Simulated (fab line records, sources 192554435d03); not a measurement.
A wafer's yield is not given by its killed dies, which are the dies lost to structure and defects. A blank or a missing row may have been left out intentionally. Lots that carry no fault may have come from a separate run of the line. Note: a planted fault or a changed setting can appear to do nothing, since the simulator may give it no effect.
Split-lot trial + flow n5_finfet + on a route of 1938 steps: 7 lots, 21 wafers read

== THE SPLIT ITSELF ==
At N5_BEOL_M10_TRENCH_ETCH_37 (etches SiCOH lowk in C4F6/O2, target depth 148.83 nm, time 48 s), the setting source_w was moved away from the recipe's 345 W on 8 of the 21 wafers read, by -17.3% to +14.8%. For the rest of the wafers, this setting stayed at what the recipe calls for.

== FROM THE SPLIT TO THE READING: what the file shows between them, 11 steps ==
- N5_BEOL_M10_ETCH_41: etches SiCN in CH3F/O2, target depth 42.6 nm, time 86 s
- N5_BEOL_M10_STRIP_77: strips in N2/H2, time 10 s
- N5_BEOL_M10_OCD_MEAS_38
- N5_BEOL_M10_HM_STRIP_39: strips TiN in peroxide tin strip, target depth 25 nm, time 158 s
- N5_BEOL_M10_SRD_40: time 30 s
- N5_BEOL_M10_ECD_50: material Cu, target thk 318 nm
- N5_BEOL_M10_ANNEAL_51: time 90 s
- N5_BEOL_M10_CMP_52: polishes, stops on SiCOH lowk, t overpolish 7 s, target thk 140 nm
- N5_BEOL_M10_THK_MEAS_53: measures by xrf
- N5_BEOL_M10_PRE_CLEAN_55: time 15 s
- N5_BEOL_M10_DEP_56: deposits SiCN from 3MS/NH3, target thk 15 nm, time 26.5 s

== THE READING ==
At N5_BEOL_M10_RS_MEAS_57, a four-point-probe measurement gives M10_RS in ohm/sq. A value of 0.1515 ohm/sq with a standard deviation of 0.0021 ohm/sq is what fault-free wafers of this fab line usually give.

| wafer  | tool, chamber at the split | source_w as run, W | against the recipe | M10_RS, ohm/sq | against lot-mates on the recipe |
|--------|----------------------------|--------------------|--------------------|----------------|---------------------------------|
| L074.3 | rie_diel-03, 0             | 345                | recipe             | 0.1507         | -                               |
| L074.5 | rie_diel-03, 0             | 393.4              | +14.0%             | 0.1415         | -0.0068                         |
| L074.6 | rie_diel-03, 2             | 345                | recipe             | 0.1460         | -                               |
| L075.2 | rie_diel-02, 0             | 395.9              | +14.8%             | 0.1430         | -0.0080                         |
| L075.4 | rie_diel-02, 1             | 345                | recipe             | 0.1499         | -                               |
| L075.6 | rie_diel-02, 0             | 345                | recipe             | 0.1521         | -                               |
| L077.2 | rie_diel-03, 2             | 345                | recipe             | 0.1498         | -                               |
| L077.3 | rie_diel-03, 0             | 345                | recipe             | 0.1516         | -                               |
| L077.4 | rie_diel-03, 3             | 319.4              | -7.4%              | 0.1575         | +0.0068                         |
| L079.1 | rie_diel-03, 0             | 367.6              | +6.6%              | 0.1460         | no lot-mate on the recipe       |
| L079.2 | rie_diel-03, 3             | 367.6              | +6.6%              | 0.1454         | no lot-mate on the recipe       |
| L079.6 | rie_diel-03, 1             | 367.6              | +6.6%              | 0.1473         | no lot-mate on the recipe       |
| L085.2 | rie_diel-04, 1             | 345                | recipe             | 0.1556         | -                               |
| L085.5 | rie_diel-04, 3             | 345                | recipe             | 0.1529         | -                               |
| L085.6 | rie_diel-04, 0             | 345                | recipe             | 0.1488         | -                               |
| L089.1 | rie_diel-02, 3             | 285.2              | -17.3%             | 0.1669         | +0.0161                         |
| L089.3 | rie_diel-02, 2             | 345                | recipe             | 0.1507         | -                               |
| L089.6 | rie_diel-02, 1             | 345                | recipe             | 0.1509         | -                               |
| L097.1 | rie_diel-02, 2             | 345                | recipe             | 0.1508         | -                               |
| L097.2 | rie_diel-02, 3             | 345                | recipe             | 0.1572         | -                               |
| L097.4 | rie_diel-02, 3             | 288.8              | -16.3%             | 0.1671         | +0.0131                         |

FIT RESULTS
A straight line over all 21 wafers: M10_RS changes by -0.000805 ohm/sq for each +1% of source_w; r = -0.93; the points scatter about the line by 0.0025 ohm/sq.
The same after taking each lot's own level away (the mean of its wafers on the recipe; 18 wafers): -0.000723 ohm/sq for each +1%; r = -0.93; scatter 0.0023 ohm/sq.
The reading moves by 0.013 ohm/sq for the largest change in source_w, on that fit.
The lots' own levels span 0.14835 to 0.15400 ohm/sq, that is 2.7 times the standard deviation above.
Thus the slope moves with the lot-to-lot level: the two fits are different.
Check: with one of the wafers moved furthest among these (-17.3%) left out of the fit, the line predicts +0.0118 ohm/sq for it against its lot-mates. It came out at +0.0161 ohm/sq against them.
Tool readings at the split's step, against how far the setting was moved: rf_vpp_V r = -0.98.

== THE WHOLE CHAIN: every reading that the file lists as answering this split, in the file's order ==
| step                       | what it does                                                       | reading                                                                       | change (the file's fit)               | r (the file's) |
|----------------------------|--------------------------------------------------------------------|-------------------------------------------------------------------------------|---------------------------------------|----------------|
| N5_BEOL_M10_TRENCH_ETCH_37 | etches SiCOH lowk in C4F6/O2, target depth 148.83 nm, time 48 s    | rf_vpp_V                                                                      | -3.58 V for each +1% of the setting   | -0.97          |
| N5_BEOL_M10_TRENCH_ETCH_37 | etches SiCOH lowk in C4F6/O2, target depth 148.83 nm, time 48 s    | BEOL_M10.feature_depth_nm (the simulator's own value, which no gauge read)    | +0.582 nm for each +1% of the setting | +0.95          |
| N5_BEOL_M10_TRENCH_ETCH_37 | etches SiCOH lowk in C4F6/O2, target depth 148.83 nm, time 48 s    | etch.depth_nm (the simulator's own value, which no gauge read)                | +0.583 nm for each +1% of the setting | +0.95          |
| N5_BEOL_M10_OCD_MEAS_38    |                                                                    | trench_depth_nm                                                               | +0.566 nm for each +1% of the setting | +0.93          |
| N5_BEOL_M10_CMP_52         | polishes, stops on SiCOH lowk, t overpolish 7 s, target thk 140 nm | Cu_of_BEOL_M10_ECD_50.thk_nm (the simulator's own value, which no gauge read) | +0.578 nm for each +1% of the setting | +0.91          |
| N5_BEOL_M10_THK_MEAS_53    | measures by xrf                                                    | M10_THK                                                                       | +0.553 for each +1% of the setting    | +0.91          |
| N5_BEOL_M10_RS_MEAS_57     | measures by four-point-probe                                       | M10_RS                                                                        | -0.000731 for each +1% of the setting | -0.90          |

== THE FILE'S OWN FIT ==
M10_RS changes by -0.000731 ohm/sq for each +1% of source_w, r = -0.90.
